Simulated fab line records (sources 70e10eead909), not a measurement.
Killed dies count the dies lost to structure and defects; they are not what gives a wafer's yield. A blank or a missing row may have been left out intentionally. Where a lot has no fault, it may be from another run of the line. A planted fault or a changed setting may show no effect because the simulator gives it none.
Chamber matching + flow nandHarc + pecvd-04 running NHARC_A_CONTACT_DEP_29: 3 sister chambers
The step deposits SiON, target thk 70 nm. 22 wafers are shown with their chamber, then 11 later ones without.

## WAFERS PAIRED WITH THEIR CHAMBERS
| wafer  | chamber | showerheadVppV (V) | heaterPowerW (W) | heaterPowerOuterW (W) |
|--------|---------|--------------------|------------------|-----------------------|
| L077.1 | 0       | 1262               | 741              | 408                   |
| L077.5 | 1       | 1139               | 668              | 366                   |
| L077.6 | 0       | 1281               | 728              | 412                   |
| L080.1 | 1       | 1153               | 640              | 372                   |
| L080.3 | 2       | 1170               | 755              | 403                   |
| L080.6 | 1       | 1139               | 646              | 368                   |
| L078.1 | 2       | 1181               | 742              | 414                   |
| L078.2 | 0       | 1289               | 701              | 378                   |
| L078.4 | 2       | 1180               | 739              | 413                   |
| L082.2 | 0       | 1286               | 761              | 417                   |
| L082.3 | 1       | 1153               | 583              | 332                   |
| L082.6 | 1       | 1150               | 576              | 327                   |
| L084.1 | 1       | 1144               | 592              | 332                   |
| L084.2 | 2       | 1165               | 693              | 374                   |
| L084.5 | 1       | 1156               | 607              | 330                   |
| L086.1 | 1       | 1131               | 676              | 403                   |
| L086.5 | 1       | 1136               | 539              | 296                   |
| L086.6 | 2       | 1183               | 684              | 366                   |
| L087.1 | 1       | 1152               | 610              | 354                   |
| L087.3 | 0       | 1285               | 686              | 377                   |
| L087.4 | 1       | 1134               | 629              | 354                   |
| L090.4 | 1       | 1148               | 667              | 373                   |

SIGNATURES (averages over the wafers above)
| reading           | chamber 0 | chamber 1 | chamber 2 | scatter within a chamber |
|-------------------|-----------|-----------|-----------|--------------------------|
| showerheadVppV    | 1280.60   | 1144.58   | 1175.80   | 8.92                     |
| heaterPowerW      | 723.40    | 619.42    | 722.60    | 38                       |
| heaterPowerOuterW | 398.40    | 350.58    | 394.00    | 25.6                     |
Rule: for each reading, subtract the chamber's mean from the wafer's reading, divide by that reading's scatter and square the result; add these up over the readings and take the root, which gives the wafer's distance from the chamber. If the next closest chamber is less than 2 further off than the closest, the wafer can't be placed; otherwise it belongs to the closest. How the scatter is found: for the shown wafers, subtract from each reading the mean of its chamber, square and add these, divide the total by (wafers less chambers), then take the root.

## WAFERS WHOSE CHAMBER IS MISSING
| wafer  | showerheadVppV (V) | heaterPowerW (W) | heaterPowerOuterW (W) |
|--------|--------------------|------------------|-----------------------|
| L090.5 | 1171               | 645              | 334                   |
| L090.6 | 1283               | 770              | 425                   |
| L093.1 | 1177               | 662              | 337                   |
| L093.3 | 1283               | 772              | 437                   |
| L093.4 | 1307               | 792              | 424                   |
| L094.4 | 1140               | 665              | 391                   |
| L094.5 | 1197               | 627              | 322                   |
| L094.6 | 1283               | 695              | 354                   |
| L097.1 | 1113               | 553              | 312                   |
| L097.2 | 1274               | 739              | 408                   |
| L097.4 | 1175               | 714              | 407                   |

## CHAMBER TAKEN BY EACH
| wafer  | from the rows above     | in truth |
|--------|-------------------------|----------|
| L090.5 | can't be placed: 1 or 2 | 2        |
| L090.6 | 0                       | 0        |
| L093.1 | can't be placed: 2 or 1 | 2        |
| L093.3 | 0                       | 0        |
| L093.4 | 0                       | 0        |
| L094.4 | 1                       | 1        |
| L094.5 | can't be placed: 2 or 1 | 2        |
| L094.6 | 0                       | 0        |
| L097.1 | 1                       | 1        |
| L097.2 | 0                       | 0        |
| L097.4 | 2                       | 2        |
Correct placement for 8 of the 11. Can't be placed from these rows: 3 (the true chamber is among the candidates in 3). 0 placed wrongly.
